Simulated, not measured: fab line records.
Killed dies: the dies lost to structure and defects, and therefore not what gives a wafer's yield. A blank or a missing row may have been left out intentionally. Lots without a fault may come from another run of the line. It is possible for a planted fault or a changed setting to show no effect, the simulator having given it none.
fab line records ; flow nandHarc
record lots=6; wafers=18; lastDay=33
route steps=1302 shown A_WL_FILL@963 END@1302
lots untouched by any fault: they come from a run of this same line in which no faults occurred
startH: the number of hours between the record's first day and the start of the first shown wafer of the lot ; waitH: hours from the lot's prior step to this one ; " as in the row above ; L1.1+2: a single row standing in for several wafers ; - value missing, or start not given ; * or withheld: withheld ; < > ~ a bound
route shown NAME@n: NAME is a module with steps in the file, n the number in the route of the first one ; usual: average and standard deviation across the fault-free wafers ; same: alike in all rows ; chamber/n: place in a boat ; sites: per-site readings ; _std_site: standard deviation across them ; _edge_site: the outer-site mean with the inner-site mean subtracted ; radiusMm: how far each site lies from the wafer's centre ; mask NAME#n: copy n ; behind: the last tool/chamber to shape the wafer ; hold: what put the lot on hold/how long, in hours/how the hold closed ; device: names the non-switching transistor (n, p or np) ; end of line: the route-end tests of the same wafers ; a step without rows: its recipe alone ; killed: dies lost to structure and defects at the first sort, not the wafer's yield ; map: the dies of a wafer, with x for killed, . for not killed, _ for no die there
set.NAME: the setting the step ran with; set.NAME@STEP: the setting that earlier step ran with ; model.NAME: the simulator's own value behind a step, which no gauge read
lots seen at some steps along the route; tables by step, rows by wafer
services: the hour from which a tool's chamber was out of use, counted from the record's first day as startH (under 0 if before that day), plus the number of hours and why
## steps
# step NHARC_A_WL_FILL_ANNEAL_08
# recipe tempC=450; timeS=1800
# step NHARC_A_WL_FILL_ALD_10
# recipe targetThkA=500; pulseTimeS=10; aldCycles=500; tempC=300; material=SiO2
# usual aldCycles=500/0; heaterPowerW=486/60; precursorPulseHeightRel=0.999/0.02
lot.wafer;tool;chamber;startH;waitH;aldCycles;heaterPowerW;precursorPulseHeightRel
L181.1;aldHk-03;2;517.07;0.1;500;507;1.005
L181.2;aldHk-03;3;517.07;0.1;500;444;1.023
L181.5;aldHk-03;3;519.61;2.6;500;455;0.983
L186.2;aldHk-01;2;565.12;0.1;500;491;0.990
L186.5;aldHk-01;2;567.18;2.1;500;504;0.995
L186.6;aldHk-01;3;567.18;2.1;500;438;1.014
L195.4;aldHk-03;0;660.24;0.6;500;525;1.017
L195.1;aldHk-03;1;660.24;0.6;500;568;0.992
L195.2;aldHk-03;2;660.24;0.6;500;492;0.968
L199.1;aldHk-03;3;692.29;1.6;500;470;1.018
L199.5;aldHk-03;0;692.29;1.6;500;528;0.971
L199.6;aldHk-03;1;692.29;1.6;500;600;0.974
L196.2;aldHk-03;0;695.53;0.6;500;518;0.986
L196.6;aldHk-03;3;697.08;2.1;500;461;1.015
L196.5;aldHk-03;0;697.08;2.1;500;499;0.975
L197.4;aldHk-04;3;695.61;0.7;500;343;0.987
L197.2;aldHk-04;1;696.63;1.7;500;501;1.022
L197.6;aldHk-04;3;697.65;2.7;500;334;0.960
# step NHARC_A_WL_FILL_ETCHBACK_16
# recipe targetDepthA=1200; timeS=24; c4f8FlowSccm=withheld; o2FlowSccm=8; arFlowSccm=withheld; rfW=600; biasW=800; chemistry=C4F8/O2/Ar
# usual oesProductAu=0.97/0.035; rfVppV=723/4.5
lot.wafer;tool;chamber;startH;waitH;oesProductAu;rfHoursCounterH;rfVppV
L181.2;rieDiel-03;0;-;-;0.99;3.8;718
L181.1;rieDiel-03;1;-;-;0.98;3.9;718
L181.5;rieDiel-03;0;-;-;0.98;-;716
L186.2;rieDiel-03;0;-;-;0.92;5.6;717
L186.5;rieDiel-03;1;-;-;0.92;-;718
L186.6;rieDiel-03;2;-;-;0.92;-;724
L195.4;rieDiel-04;0;-;-;0.93;2.7;725
L195.2;rieDiel-04;1;-;-;0.94;2.9;722
L195.1;rieDiel-04;2;-;-;0.93;3.3;726
L199.1;rieDiel-06;1;-;-;0.92;1.0;720
L199.5;rieDiel-06;0;-;-;0.94;-;719
L199.6;rieDiel-06;1;-;-;0.93;-;717
L196.2;rieDiel-04;2;-;-;0.92;4.0;726
L196.5;rieDiel-04;0;-;-;0.91;-;725
L196.6;rieDiel-04;1;-;-;0.92;-;724
L197.2;rieDiel-06;2;-;-;0.96;0.9;719
L197.4;rieDiel-06;0;-;-;0.99;0.9;720
L197.6;rieDiel-06;2;-;-;0.96;-;720
# step NHARC_A_WL_FILL_STRIP_29
# recipe timeS=20; o2FlowSccm=500; arFlowSccm=0; biasW=0; chemistry=O2
# usual drypumpMotorCurrentA=5.7/0.38; o2FlowSccm=499.8/1.4; oesProductAu=1.001/0.013; rfVppV=57.8/1; showerheadPlenumPTorr=3.52/0.15; throttleValvePct=17.037/0.0095
lot.wafer;tool;chamber;startH;waitH;drypumpMotorCurrentA;o2FlowSccm;oesProductAu;rfHoursCounterH;rfVppV;showerheadPlenumPTorr;throttleValvePct
L181.1;rieDiel-03;0;521.76;0.1;6.0;498.8;0.997;3.8;57.0;3.32;17.058
L181.2;rieDiel-03;1;521.76;0.1;5.9;499.1;1.001;3.9;56.5;3.37;17.054
L181.5;rieDiel-03;0;521.76;0.1;6.0;498.5;0.990;-;58.0;3.32;17.039
L186.2;rieDiel-03;2;569.86;0.1;4.8;501.6;1.003;4.3;57.5;3.60;17.051
L186.6;rieDiel-03;1;569.86;0.1;5.9;500.5;1.001;-;55.7;3.37;17.023
L186.5;rieDiel-03;2;569.86;0.1;4.8;501.1;0.995;-;57.7;3.60;17.036
L195.2;rieDiel-04;3;664.44;0.1;5.6;500.7;0.993;3.1;57.7;3.65;17.049
L195.4;rieDiel-04;1;664.44;0.1;6.4;500.6;1.006;2.9;58.4;3.54;17.024
L195.1;rieDiel-04;2;664.44;0.1;5.3;501.0;1.008;3.3;60.1;3.66;17.040
L199.1;rieDiel-06;2;695.48;0.1;5.6;499.8;1.002;0.9;57.5;3.40;17.049
L199.5;rieDiel-06;1;695.48;0.1;5.8;501.3;0.996;-;56.9;3.36;17.033
L199.6;rieDiel-06;2;695.48;0.1;5.6;498.8;0.999;-;56.9;3.40;17.036
L196.2;rieDiel-04;0;699.77;0.1;5.6;499.4;0.987;3.3;56.9;3.58;17.050
L196.6;rieDiel-04;3;699.77;0.1;5.6;499.6;0.994;-;58.3;3.65;17.046
L196.5;rieDiel-04;0;699.77;0.1;5.6;497.9;0.985;-;58.2;3.58;17.052
L197.2;rieDiel-06;0;699.82;0.1;6.0;500.3;1.018;0.9;57.9;3.41;17.049
L197.4;rieDiel-06;1;699.82;0.1;5.9;501.3;0.988;1.1;57.6;3.36;17.036
L197.6;rieDiel-06;3;699.82;0.1;5.3;498.7;1.007;-;57.7;3.79;17.040
# step NHARC_A_WL_FILL_ETCHBACK_17
# recipe targetDepthA=40; timeS=26.7; chemistry=Cl2/BCl3
# step NHARC_A_WL_FILL_PRECLEAN_18
# recipe timeS=30; chemistry=dHF
# step NHARC_A_WL_FILL_SRD_21
# step NHARC_A_WL_FILL_CVD_23
# recipe targetThkA=400; tempC=620; pressureMtorr=200; timeS=800; material=poly-Si
# step NHARC_A_WL_FILL_ETCHBACK_26
# recipe targetDepthA=520; timeS=13.3; hbrFlowSccm=150; rfW=350; icpW=350; biasW=60; chemistry=HBr
# usual drypumpMotorCurrentA=6.1/0.43; oesProductAu=1.005/0.013; throttleValvePct=23.266/0.01
lot.wafer;tool;chamber;startH;waitH;drypumpMotorCurrentA;oesProductAu;rfHoursCounterH;throttleValvePct
L181.1;rieSi-05;2;527.10;0.4;6.3;1.005;0.18;23.262
L181.2;rieSi-05;3;527.10;0.4;6.1;1.008;0.20;23.274
L181.5;rieSi-05;2;527.10;0.4;6.4;0.993;-;23.257
L186.2;rieSi-02;0;575.22;0.4;5.0;0.988;0.72;23.259
L186.6;rieSi-02;0;575.22;0.4;5.0;0.983;-;23.283
L186.5;rieSi-02;1;575.22;0.4;6.3;1.010;-;23.256
L195.1;rieSi-05;2;669.78;0.4;6.4;1.016;0;23.268
L195.4;rieSi-05;3;669.78;0.4;6.1;1.002;0;23.260
L195.2;rieSi-05;0;669.78;0.4;6.5;0.988;0;23.274
L199.1;rieSi-02;2;700.85;0.4;5.9;1.005;0.40;23.275
L199.5;rieSi-02;1;700.85;0.4;6.3;0.997;-;23.244
L199.6;rieSi-02;0;700.85;0.4;5.0;1.025;-;23.266
L196.2;rieSi-02;0;705.11;0.4;5.1;1.034;0.39;23.251
L196.5;rieSi-02;3;705.11;0.4;6.6;0.994;-;23.273
L196.6;rieSi-02;0;705.11;0.4;5.1;1.029;-;23.272
L197.4;rieSi-03;2;705.13;0.4;5.8;1.017;0.73;23.265
L197.2;rieSi-03;3;705.13;0.4;6.1;1.008;0.77;23.269
L197.6;rieSi-03;0;705.13;0.4;6.5;1.030;-;23.265
# step NHARC_A_WL_FILL_PRECLEAN_30
# recipe timeS=10; chemistry=dHF
# step NHARC_A_WL_FILL_SRD_14
# step NHARC_A_WL_FILL_ALD_19
# recipe targetThkA=20; pulseTimeS=3; aldCycles=100; tempC=450; material=TiN
# usual aldCycles=100/0; heaterPowerW=1116/140; precursorPulseHeightRel=0.998/0.017
lot.wafer;tool;chamber;startH;waitH;aldCycles;heaterPowerW;precursorPulseHeightRel
L181.2;aldMetal-03;3;527.37;0.1;100;1019;0.989
L181.1;aldMetal-03;1;527.37;0.1;100;941;0.995
L181.5;aldMetal-03;3;527.37;0.1;100;1013;1.012
L186.2;aldMetal-02;3;575.54;0.2;100;1014;0.994
L186.5;aldMetal-02;0;575.54;0.2;100;1019;1.020
L186.6;aldMetal-02;1;575.54;0.2;100;1213;0.999
L195.2;aldMetal-03;3;670.07;0.1;76;1010;0.990
L195.4;aldMetal-03;0;670.07;0.1;76;991;0.970
L195.1;aldMetal-03;1;670.07;0.1;100;981;0.983
L199.1;aldMetal-02;1;701.13;0.1;100;1110;0.993
L199.6;aldMetal-02;1;701.13;0.1;100;1093;0.993
L199.5;aldMetal-02;2;701.13;0.1;100;1389;0.986
L196.2;aldMetal-03;3;705.37;0.1;76;993;1.027
L196.5;aldMetal-03;3;705.37;0.1;100;1014;1.016
L196.6;aldMetal-03;0;705.37;0.1;76;1033;0.981
L197.2;aldMetal-02;1;705.41;0.1;100;1111;0.982
L197.4;aldMetal-02;2;705.41;0.1;100;1348;0.994
L197.6;aldMetal-02;3;705.41;0.1;100;1002;1.016
# step NHARC_A_WL_FILL_CVD_20
# recipe targetThkA=1000; tempC=400; pressureTorr=40; wf6FlowSccm=40; h2FlowSccm=1600; arFlowSccm=1560; timeS=74; material=W
# usual heaterPowerW=825/50; throttleValvePct=7.82/0.3
lot.wafer;tool;chamber;startH;waitH;heaterPowerW;throttleValvePct
L181.2;cvdW-01;0;-;-;806;7.89
L181.1;cvdW-01;1;-;-;867;7.27
L181.5;cvdW-01;1;-;-;887;7.50
L186.2;cvdW-02;1;-;-;767;8.08
L186.6;cvdW-02;1;-;-;775;7.90
L186.5;cvdW-02;0;-;-;868;7.75
L195.1;cvdW-02;1;-;-;752;7.91
L195.2;cvdW-02;0;-;-;846;7.73
L195.4;cvdW-02;1;-;-;770;7.77
L199.1;cvdW-02;1;-;-;769;7.84
L199.6;cvdW-02;1;-;-;765;7.99
L199.5;cvdW-02;0;-;-;841;8.01
L197.2;cvdW-01;1;-;-;883;7.56
L197.4;cvdW-01;1;-;-;897;7.90
L197.6;cvdW-01;0;-;-;779;7.90
L196.2;cvdW-02;0;-;-;837;7.75
L196.5;cvdW-02;1;-;-;772;7.66
L196.6;cvdW-02;0;-;-;836;8.19
# step NHARC_END_SORT_01
# recipe tempC=25
# usual killedAtArray=52/19; killedAtOther=0.9/1.3; killedAtPeriphery=4/3.1; killedDies=57/18; killedOpen=3.2/1.7; killedShort=2.3/1.4
# same grossDies=677
lot.wafer;tool;chamber;startH;waitH;killedAtArray;killedAtOther;killedAtPeriphery;killedDies;killedOpen;killedShort
L181.1;prober-02;0;603.76;2.5;32;2;3;37;6;1
L181.2;prober-02;0;604.54;2.8;40;1;2;43;2;4
L181.5;prober-02;0;606.89;3.6;47;0;1;48;3;4
L186.2;prober-02;0;655.78;2.8;63;0;5;68;5;5
L186.5;prober-02;0;658.21;3.7;53;0;0;53;3;2
L186.6;prober-02;0;659.01;4.0;57;2;2;61;2;0
L195.1;prober-01;0;761.43;2.5;56;0;5;61;2;0
L195.2;prober-01;0;762.24;2.8;41;1;5;47;4;3
L195.4;prober-01;0;763.84;3.4;58;1;7;66;4;4
L199.1;prober-02;0;780.92;2.5;51;3;1;55;3;2
L199.5;prober-02;0;784.13;3.7;52;5;0;57;1;1
L199.6;prober-02;0;784.93;4.0;67;5;0;72;3;3
L197.2;prober-01;0;785.20;2.8;75;2;0;77;0;5
L197.4;prober-01;0;786.77;3.4;76;0;2;78;8;1
L197.6;prober-01;0;788.34;3.9;69;0;3;72;2;1
L196.2;prober-02;0;789.55;2.8;12;1;9;22;2;2
L196.5;prober-02;0;791.90;3.6;22;0;14;36;3;0
L196.6;prober-02;0;792.68;3.9;21;1;12;34;3;1
# killed by level:class
L181.1 A_CHANNEL_HOLE_D2:chamberFilmFlake=12 A_SLIT:chamberFilmFlake=9 A_CONTACT:chamberFilmFlake=3 P_CONTACT:geometricParticle:open=2 THIN_TSV:chamberFilmFlake=2 P_STI:geometricParticle:open=1 A_CHANNEL_HOLE_D2:geometricParticle:open=1 A_CHANNEL_FILL_D2:geometricParticle:short=1
L181.2 A_SLIT:chamberFilmFlake=28 A_CHANNEL_HOLE_D2:chamberFilmFlake=2 A_WL_FILL:chamberFilmFlake=2 P_CONTACT:geometricParticle:open=1 A_ONON_D1:geometricParticle:short=1 A_ONON_D2:geometricParticle:short=1 A_CHANNEL_HOLE_D2:geometricParticle:short=1 A_CONTACT:geometricParticle:open=1
L181.5 A_SLIT:chamberFilmFlake=25 A_CHANNEL_HOLE_D2:chamberFilmFlake=8 A_CHANNEL_HOLE_D1:chamberFilmFlake=2 A_DECK1_JOINT:chamberFilmFlake=2 P_M1:geometricParticle:open=1 A_CHANNEL_FILL_D1:geometricParticle:short=1 A_DECK1_JOINT:geometricParticle:short=1 A_SGD_CUT:geometricParticle:short=1
L186.2 A_CHANNEL_HOLE_D1:chamberFilmFlake=38 A_CHANNEL_HOLE_D2:chamberFilmFlake=10 A_CONTACT:chamberFilmFlake=3 A_ONON_D1:geometricParticle:short=2 A_DECK1_JOINT:chamberFilmFlake=2 A_STAIRCASE:chamberFilmFlake=2 P_CONTACT:geometricParticle:short=1 P_CONTACT:geometricParticle:open=1
L186.5 A_CHANNEL_HOLE_D1:chamberFilmFlake=36 A_CHANNEL_HOLE_D2:chamberFilmFlake=7 A_DECK1_JOINT:chamberFilmFlake=2 A_ONON_D1:geometricParticle:open=1 A_CHANNEL_FILL_D1:geometricParticle:open=1 A_DECK1_JOINT:geometricParticle:short=1 A_ONON_D2:geometricParticle:open=1 A_WL_FILL:geometricParticle:short=1
L186.6 A_CHANNEL_HOLE_D1:chamberFilmFlake=29 A_CHANNEL_HOLE_D2:chamberFilmFlake=18 A_ZERO_WELL:chamberFilmFlake=2 A_SLIT:chamberFilmFlake=2 A_DECK1_JOINT:chamberFilmFlake=2 A_STAIRCASE:chamberFilmFlake=2 A_CHANNEL_HOLE_D1:geometricParticle:open=1 P_ZERO_WELL:chamberFilmFlake=1
L195.1 A_SLIT:chamberFilmFlake=32 A_CHANNEL_HOLE_D1:chamberFilmFlake=7 A_CONTACT:chamberFilmFlake=6 A_STAIRCASE:chamberFilmFlake=4 P_GATE:chamberFilmFlake=2 A_BONDPAD:chamberFilmFlake=2 A_ONON_D2:geometricParticle:open=1 A_CONTACT:geometricParticle:open=1
L195.2 A_SLIT:chamberFilmFlake=15 A_CONTACT:chamberFilmFlake=10 P_GATE:chamberFilmFlake=3 A_CHANNEL_HOLE_D1:chamberFilmFlake=3 A_WL_FILL:chamberFilmFlake=2 A_BONDPAD:chamberFilmFlake=2 P_CONTACT:geometricParticle:open=1 A_ONON_D1:geometricParticle:short=1
L195.4 A_SLIT:chamberFilmFlake=27 A_CHANNEL_HOLE_D1:chamberFilmFlake=10 P_GATE:chamberFilmFlake=6 A_CONTACT:chamberFilmFlake=5 A_STAIRCASE:chamberFilmFlake=4 A_ONON_D1:geometricParticle:open=2 A_BONDPAD:chamberFilmFlake=2 A_CHANNEL_FILL_D1:geometricParticle:short=1
L199.1 A_CHANNEL_HOLE_D2:chamberFilmFlake=24 A_CONTACT:chamberFilmFlake=9 A_CHANNEL_HOLE_D1:chamberFilmFlake=7 A_SLIT:chamberFilmFlake=4 A_WL_FILL:geometricParticle:open=2 A_WL_FILL:chamberFilmFlake=2 THIN_TSV:chamberFilmFlake=2 P_M1:geometricParticle:open=1
L199.5 A_CHANNEL_HOLE_D2:chamberFilmFlake=33 A_CHANNEL_HOLE_D1:chamberFilmFlake=9 THIN_TSV:chamberFilmFlake=5 A_CONTACT:chamberFilmFlake=4 A_STAIRCASE:chamberFilmFlake=2 A_CHANNEL_HOLE_D1:geometricParticle:open=1 A_CHANNEL_FILL_D2:geometricParticle:short=1 A_DECK1_JOINT:chamberFilmFlake=1
L199.6 A_CHANNEL_HOLE_D1:chamberFilmFlake=24 A_CHANNEL_HOLE_D2:chamberFilmFlake=20 A_SLIT:chamberFilmFlake=7 A_CONTACT:chamberFilmFlake=6 A_STAIRCASE:chamberFilmFlake=4 THIN_TSV:chamberFilmFlake=4 A_WL_FILL:geometricParticle:short=2 A_BLC:geometricParticle:open=2
L197.2 A_CHANNEL_HOLE_D2:chamberFilmFlake=34 A_SLIT:chamberFilmFlake=16 A_CONTACT:chamberFilmFlake=9 A_CHANNEL_HOLE_D1:chamberFilmFlake=8 A_CHANNEL_FILL_D1:geometricParticle:short=2 A_CHANNEL_FILL_D2:geometricParticle:short=2 A_CHANNEL_FILL_D2:chamberFilmFlake=2 THIN_TSV:chamberFilmFlake=2
L197.4 A_SLIT:chamberFilmFlake=35 A_CHANNEL_HOLE_D1:chamberFilmFlake=12 A_CHANNEL_HOLE_D2:chamberFilmFlake=12 A_CONTACT:chamberFilmFlake=6 A_CHANNEL_FILL_D2:geometricParticle:open=2 A_BLC:geometricParticle:open=2 A_BLC:chamberFilmFlake=2 P_M1:geometricParticle:open=1
L197.6 A_CHANNEL_HOLE_D2:chamberFilmFlake=24 A_SLIT:chamberFilmFlake=20 A_CHANNEL_HOLE_D1:chamberFilmFlake=12 A_CONTACT:chamberFilmFlake=10 P_M2:geometricParticle:short=1 A_CHANNEL_FILL_D2:geometricParticle:open=1 A_M0:geometricParticle:open=1 P_STI:chamberFilmFlake=1
L196.2 P_GATE:chamberFilmFlake=6 A_SLIT:chamberFilmFlake=4 P_CONTACT:chamberFilmFlake=2 A_STAIRCASE:chamberFilmFlake=2 A_CHANNEL_HOLE_D1:geometricParticle:short=1 A_CHANNEL_FILL_D1:geometricParticle:short=1 A_CHANNEL_FILL_D2:geometricParticle:open=1 A_BLC:geometricParticle:open=1
L196.5 A_SLIT:chamberFilmFlake=11 P_CONTACT:chamberFilmFlake=7 P_GATE:chamberFilmFlake=6 A_CONTACT:chamberFilmFlake=3 A_DECK1_JOINT:chamberFilmFlake=2 A_CHANNEL_FILL_D2:geometricParticle:open=1 A_BLC:geometricParticle:open=1 A_M0:geometricParticle:open=1
L196.6 P_CONTACT:chamberFilmFlake=7 A_SLIT:chamberFilmFlake=6 P_GATE:chamberFilmFlake=4 A_STAIRCASE:chamberFilmFlake=3 A_CONTACT:chamberFilmFlake=3 A_ZERO_WELL:chamberFilmFlake=2 P_M0:geometricParticle:open=1 A_CHANNEL_FILL_D1:geometricParticle:short=1
## services
tool;chamber;startH;hours;kind
rieDiel-06;-;500.15;0.2;repair
cvdW-02;0;503.10;7.4;repair
rieDiel-03;2;507.46;10.5;repair
rieSi-02;-;514.19;0.5;repair
rieDiel-04;2;522.40;8.5;repair
rieDiel-06;3;523.35;2.8;repair
rieSi-02;1;526.83;35.3;repair
rieDiel-04;-;531.90;9.0;pm
rieDiel-06;2;540.74;62.7;repair
rieDiel-06;3;545.33;2.2;repair
aldHk-03;-;568.53;10.0;pm
rieDiel-04;0;585.59;14.8;repair
rieDiel-03;3;622.05;7.3;repair
rieDiel-03;1;622.54;1.3;repair
rieDiel-03;-;629.34;2.4;repair
cvdW-02;-;631.35;13.0;pm
rieDiel-03;1;633.18;5.2;repair
rieDiel-03;-;635.30;9.0;pm
rieDiel-04;1;635.89;5.9;repair
rieDiel-03;2;648.38;7.6;repair
rieDiel-03;0;653.53;22.9;repair
rieDiel-06;-;661.24;9.0;pm
rieDiel-03;1;703.95;3.3;repair
aldHk-03;-;705.21;4.4;repair
## key
firstSign step=NHARC_A_WL_FILL_ALD_19; reading=aldCycles; direction=down; sigmas=99+; usual=100; struck=76
effect none on later readings
metAt NHARC_A_WL_FILL_ALD_19
struckWafers L195.2,L195.4,L196.2,L196.6
testerLeftOut L195,L196
onsetBetween 527.37 670.07
fault kind=processParameterDrift; tool=aldMetal-03; chamber=-; onsetH=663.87; steps=NHARC_A_WL_FILL_ALD_19; channel=aldCycles; offset=-24; shape=step; endH=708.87; scope=struckWafersOnly; actsIn=theseRecipesOnly; stated=100
# testerLeftOut: of these lots the tester's yield and bins aren't shown, on N5 and GAA mostly nor the transistor test; their killed dies are dies lost to structure and defects alone, not to doping, threshold or leakage, so they don't give the yield
